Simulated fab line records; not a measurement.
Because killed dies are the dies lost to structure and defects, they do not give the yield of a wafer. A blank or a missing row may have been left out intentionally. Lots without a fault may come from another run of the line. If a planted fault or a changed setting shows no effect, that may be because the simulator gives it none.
Code-filled problem report in 8D (eight disciplines) form / flow n5 finfet / the parts of the form that need people (team, actions taken, sign-off) are left out

1. THE PROBLEM
REXT_N at N5_BEOL_M4_RC_MEAS_101 reads a mean of 90.9 ohm.um on 6 wafers of 2 lots; wafers without a fault read 75.7 ohm.um with a standard deviation of 2. That is +7.6 standard deviations from the usual mean.
Seen first at day 11 18:23 on prober-02, wafer L508.1. The record has a number at this step for 24 wafers belonging to 8 lots. The rule behind "out" and "out of limits": a value lying over 4 standard deviations away from the usual mean. Any other wafer with a number is counted as sound.

2. WHAT IT IS AND WHAT IT IS NOT
question=which readings at this step | is=REXT_N | is not=SS_P
question=which lots | is=L508, L509 | is not=L494, L497, L498, L514, L515, L516
question=which wafers of those lots | is=all that have a number | is not=-
question=read on which gauges | is=prober-02 | is not=prober-01
question=when | is=from day 11 18:23 | is not=up to then (9 sound wafers); but 9 sound wafers of L514, L515, L516 came after

3. THE SUSPECTS, EACH WITH WHAT RULES IT OUT
Counting: a tool at any process step up to the reading remains a suspect when it ran all the lots that are out and ran no sound lot after the first of those.
- ruled out: the gauge at N5_BEOL_M4_RC_MEAS_101. All the wafers that are out were read on prober-02, but those of them that N5_SD_ACTIVATION_RTA_00 has rows for are out there too, on other tools.
- rie diel-05 at N5_SD_EPI_P_ETCHBACK_46 (etches SiNx in CH3F/O2, stops on SiO2, target depth 17.5 nm): ruled out as a lasting fault. The sound lots L514, L515 went through it after L508, its earliest lot that is out (day 6 21:23).
- plasma asher-01 at N5_SD_EPI_P_STRIP_40 (strips in N2/H2): ruled out as a lasting fault. The sound lots L514 went through it after L508, its earliest lot that is out (day 6 21:48).
- rtp anneal-02 at N5_SD_ACTIVATION_RTA_00 (time 0 s): kept. All lots that are out passed through it, beginning with L508 at day 7 00:50, and no sound lot followed; its final sound lot before that point was L498 at day 4 14:57. On those wafers its own readings are out: lamp power pct, lamp_zone_1_pct, lamp_zone_2_pct, lamp_zone_3_pct, lamp_zone_4_pct, lamp_zone_5_pct, lamp_zone_6_pct, lamp_zone_7_pct.
After counting, what remains is rtp anneal-02 at N5_SD_ACTIVATION_RTA_00.

4. THE CAUSE (what the simulator had put in)
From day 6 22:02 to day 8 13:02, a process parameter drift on rtp anneal-02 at N5_SD_ACTIVATION_RTA_00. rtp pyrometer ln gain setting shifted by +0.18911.
The count eliminated every tool but this one.

5. THE EFFECT CHAIN, in route order
Each row: a reading whose mean over the struck wafers that have a number lies more than 3 standard deviations from the usual. Scope: only readings with a usual standard deviation given in the record; hours: median across lots of the time from each lot's start at the first step in this table that gives one to its start at this step; sigmas: change in usual standard deviations.
hours=0; step=N5_SD_ACTIVATION_RTA_00; reading=lamp power pct; usual=8.96 %; on struck wafers=8.56; change=-0.40; sigmas=-7.3
hours=0; step=N5_SD_ACTIVATION_RTA_00; reading=lamp_zone_1_pct; usual=8.955 %; on struck wafers=8.568; change=-0.387; sigmas=-16
hours=0; step=N5_SD_ACTIVATION_RTA_00; reading=lamp_zone_2_pct; usual=8.950 %; on struck wafers=8.559; change=-0.391; sigmas=-13
hours=0; step=N5_SD_ACTIVATION_RTA_00; reading=lamp_zone_3_pct; usual=8.950 %; on struck wafers=8.562; change=-0.388; sigmas=-14
hours=0; step=N5_SD_ACTIVATION_RTA_00; reading=lamp_zone_4_pct; usual=8.947 %; on struck wafers=8.557; change=-0.390; sigmas=-16
hours=0; step=N5_SD_ACTIVATION_RTA_00; reading=lamp_zone_5_pct; usual=8.955 %; on struck wafers=8.552; change=-0.403; sigmas=-16
hours=0; step=N5_SD_ACTIVATION_RTA_00; reading=lamp_zone_6_pct; usual=8.877 %; on struck wafers=8.500; change=-0.377; sigmas=-14
hours=0; step=N5_SD_ACTIVATION_RTA_00; reading=lamp_zone_7_pct; usual=9.348 %; on struck wafers=8.922; change=-0.426; sigmas=-15
hours=125; step=N5_BEOL_M4_RC_MEAS_101; reading=DIBL_N; usual=36.4 mV/V; on struck wafers=31.5; change=-4.9; sigmas=-3.1
hours=125; step=N5_BEOL_M4_RC_MEAS_101; reading=ION_N; usual=670 uA/um; on struck wafers=620; change=-50; sigmas=-4.2
hours=125; step=N5_BEOL_M4_RC_MEAS_101; reading=REXT_N; usual=75.7 ohm.um; on struck wafers=90.9; change=+15.2; sigmas=+7.6
hours=125; step=N5_BEOL_M4_RC_MEAS_101; reading=REXT_P; usual=100.7 ohm.um; on struck wafers=107.5; change=+6.8; sigmas=+3.3
hours=125; step=N5_BEOL_M4_RC_MEAS_101; reading=VT_N; usual=250 mV; on struck wafers=260; change=+10; sigmas=+3.0
hours=226; step=N5_PASSIVATION_PROBE_49; reading=sort_bin_8_speed; usual=0.00 %; on struck wafers=46.33; change=+46.33; sigmas=+99 or more
hours=226; step=N5_PASSIVATION_PROBE_49; reading=sort n pass; usual=1075; on struck wafers=542; change=-534; sigmas=-31
hours=226; step=N5_PASSIVATION_PROBE_49; reading=sort yield pct; usual=91.1 %; on struck wafers=45.9; change=-45.2; sigmas=-30
The process steps in it:
- N5_SD_ACTIVATION_RTA_00: time 0 s.
- N5_PASSIVATION_PROBE_49

6. HOW IT WOULD HAVE BEEN CAUGHT EARLIER
The first out-of-limits reading at a measuring or inspecting step in this record came at day 11 18:23, 116 hours after the fault's start at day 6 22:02.
Tool's own readings at N5_SD_ACTIVATION_RTA_00, lamp power pct, lamp_zone_1_pct, lamp_zone_2_pct, lamp_zone_3_pct, lamp_zone_4_pct, lamp_zone_5_pct, lamp_zone_6_pct, lamp_zone_7_pct: out on all struck wafers the step has rows for; an alarm limit on them would have tripped on the first.
By day 11 18:23, every lot that is out (2) had started N5_SD_ACTIVATION_RTA_00 on rtp anneal-02. Tool hold at that time: it would have spared none of them.
